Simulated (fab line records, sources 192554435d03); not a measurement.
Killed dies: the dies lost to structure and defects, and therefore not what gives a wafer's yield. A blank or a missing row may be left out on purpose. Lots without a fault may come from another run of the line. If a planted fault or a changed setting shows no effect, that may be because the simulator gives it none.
Chamber matching | flow n5_finfet | N5_BEOL_M7_CURE_74 on uv_cure-03 has 3 sister chambers
The step cures SiCOH lowk, time 240 s. 3 wafers are shown with their chamber, then 10 later ones without.

## WAFERS WITH THEIR CHAMBER
wafer  | chamber | wafer_temp_C_max
L080.6 | 2       | 387.1
L086.6 | 1       | 387.1
L091.4 | 0       | 387.7

## WAFERS WITHOUT THEIR CHAMBER
wafer  | wafer_temp_C_max
L091.5 | 388.4
L091.2 | 387.4
L091.3 | 387.5
L091.6 | 387.6
L090.1 | 386.2
L090.4 | 386.6
L090.6 | 386.3
L097.3 | 388.2
L097.4 | 387.3
L097.5 | 388.2

## THE CHAMBER EACH PASSED THROUGH
wafer  | from the rows above          | in truth
L091.5 | can't be placed: 0 or 1 or 2 | 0
L091.2 | can't be placed: 1 or 2 or 0 | 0
L091.3 | can't be placed: 0 or 1 or 2 | 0
L091.6 | can't be placed: 0 or 1 or 2 | 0
L090.1 | can't be placed: 1 or 2 or 0 | 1
L090.4 | can't be placed: 1 or 2 or 0 | 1
L090.6 | can't be placed: 1 or 2 or 0 | 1
L097.3 | can't be placed: 0 or 1 or 2 | 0
L097.4 | can't be placed: 1 or 2 or 0 | 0
L097.5 | can't be placed: 0 or 1 or 2 | 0
Placed correctly: 0 of 10. These rows do not allow placing 10 (true chamber among the candidates in 10). Wrongly placed: 0.
How it was worked out, from the rows above alone: a wafer's distance from a chamber is the root of the sum, over the readings, of the square of ((its reading less the chamber's mean) divided by the reading's scatter). The wafer belongs to the nearest chamber; if the next one is less than 2 further off, it can't be placed. Each chamber's mean is taken over the wafers shown for it. The scatter (one wafer shown for each chamber): square how far every hidden wafer sits from the nearest shown wafer, average those squares and take the square root.
